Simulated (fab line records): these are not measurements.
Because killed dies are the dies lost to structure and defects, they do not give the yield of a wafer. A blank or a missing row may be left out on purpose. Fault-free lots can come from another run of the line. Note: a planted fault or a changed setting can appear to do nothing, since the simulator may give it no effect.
Chamber matching / flow nand_harc / NHARC_A_SGD_CUT_ETCHBACK_24 on rie_diel-12: 4 sister chambers
The step etches the open film in CH3F/O2, target depth 50 nm, time 92.857 s. 18 wafers are shown with their chamber, then 9 later ones without.

== WAFERS, EACH WITH ITS CHAMBER ==
wafer=L074.3; chamber=0; drypump_motor_current_A (A)=5.7; rf_vpp_V (V)=242.9; oes_product_au (a.u.)=1.00
wafer=L074.4; chamber=3; drypump_motor_current_A (A)=5.0; rf_vpp_V (V)=242.9; oes_product_au (a.u.)=1.00
wafer=L074.5; chamber=1; drypump_motor_current_A (A)=5.2; rf_vpp_V (V)=242.7; oes_product_au (a.u.)=1.01
wafer=L079.1; chamber=2; drypump_motor_current_A (A)=6.1; rf_vpp_V (V)=247.3; oes_product_au (a.u.)=0.99
wafer=L079.4; chamber=0; drypump_motor_current_A (A)=5.7; rf_vpp_V (V)=243.3; oes_product_au (a.u.)=1.00
wafer=L079.5; chamber=3; drypump_motor_current_A (A)=5.0; rf_vpp_V (V)=243.6; oes_product_au (a.u.)=1.01
wafer=L084.1; chamber=1; drypump_motor_current_A (A)=5.2; rf_vpp_V (V)=243.5; oes_product_au (a.u.)=1.01
wafer=L084.3; chamber=2; drypump_motor_current_A (A)=6.2; rf_vpp_V (V)=246.1; oes_product_au (a.u.)=0.98
wafer=L084.4; chamber=0; drypump_motor_current_A (A)=5.7; rf_vpp_V (V)=242.0; oes_product_au (a.u.)=0.99
wafer=L086.2; chamber=1; drypump_motor_current_A (A)=5.1; rf_vpp_V (V)=245.1; oes_product_au (a.u.)=1.00
wafer=L086.3; chamber=0; drypump_motor_current_A (A)=5.7; rf_vpp_V (V)=242.4; oes_product_au (a.u.)=1.00
wafer=L086.5; chamber=1; drypump_motor_current_A (A)=5.1; rf_vpp_V (V)=241.8; oes_product_au (a.u.)=1.00
wafer=L085.1; chamber=3; drypump_motor_current_A (A)=5.0; rf_vpp_V (V)=242.9; oes_product_au (a.u.)=1.00
wafer=L085.2; chamber=0; drypump_motor_current_A (A)=5.7; rf_vpp_V (V)=242.2; oes_product_au (a.u.)=1.01
wafer=L085.3; chamber=1; drypump_motor_current_A (A)=5.2; rf_vpp_V (V)=243.8; oes_product_au (a.u.)=1.01
wafer=L090.1; chamber=2; drypump_motor_current_A (A)=6.2; rf_vpp_V (V)=246.4; oes_product_au (a.u.)=0.92
wafer=L090.4; chamber=0; drypump_motor_current_A (A)=5.8; rf_vpp_V (V)=243.2; oes_product_au (a.u.)=0.93
wafer=L090.5; chamber=3; drypump_motor_current_A (A)=4.9; rf_vpp_V (V)=241.9; oes_product_au (a.u.)=0.92

SIGNATURES (means of the wafers above)
reading=drypump_motor_current_A; chamber 0=5.717; chamber 1=5.160; chamber 2=6.167; chamber 3=4.975; scatter within a chamber=0.0496
reading=rf_vpp_V; chamber 0=242.667; chamber 1=243.380; chamber 2=246.600; chamber 3=242.825; scatter within a chamber=0.838
reading=oes_product_au; chamber 0=0.9883; chamber 1=1.0060; chamber 2=0.9633; chamber 3=0.9825; scatter within a chamber=0.0299
Rule: a wafer lies at a distance from a chamber equal to the root of the sum of squares, over the readings, of (its reading less the chamber's mean, divided by the reading's scatter). If the next closest chamber is less than 2 further off than the closest, the wafer can't be placed; otherwise it belongs to the closest. The scatter: take each reading less its chamber's mean, square it, sum over the shown wafers, divide by the number of wafers less the number of chambers, and take the root.

== WAFERS WITH NO CHAMBER GIVEN ==
wafer=L092.3; drypump_motor_current_A (A)=5.2; rf_vpp_V (V)=243.0; oes_product_au (a.u.)=1.01
wafer=L092.5; drypump_motor_current_A (A)=5.2; rf_vpp_V (V)=242.4; oes_product_au (a.u.)=1.01
wafer=L092.6; drypump_motor_current_A (A)=5.7; rf_vpp_V (V)=243.0; oes_product_au (a.u.)=1.00
wafer=L097.1; drypump_motor_current_A (A)=5.0; rf_vpp_V (V)=242.9; oes_product_au (a.u.)=0.99
wafer=L097.2; drypump_motor_current_A (A)=5.7; rf_vpp_V (V)=242.6; oes_product_au (a.u.)=1.00
wafer=L097.6; drypump_motor_current_A (A)=5.7; rf_vpp_V (V)=241.8; oes_product_au (a.u.)=0.99
wafer=L096.2; drypump_motor_current_A (A)=5.0; rf_vpp_V (V)=242.1; oes_product_au (a.u.)=0.98
wafer=L096.4; drypump_motor_current_A (A)=5.7; rf_vpp_V (V)=242.2; oes_product_au (a.u.)=0.97
wafer=L096.5; drypump_motor_current_A (A)=5.7; rf_vpp_V (V)=241.2; oes_product_au (a.u.)=0.98

== WHICH CHAMBER EACH ONE RAN IN ==
wafer=L092.3; from the rows above=1; in truth=1
wafer=L092.5; from the rows above=1; in truth=1
wafer=L092.6; from the rows above=0; in truth=0
wafer=L097.1; from the rows above=3; in truth=3
wafer=L097.2; from the rows above=0; in truth=0
wafer=L097.6; from the rows above=0; in truth=0
wafer=L096.2; from the rows above=3; in truth=3
wafer=L096.4; from the rows above=0; in truth=0
wafer=L096.5; from the rows above=0; in truth=0
9 of 9 placed correctly. Left unplaced by these rows: 0. 0 placed wrongly.
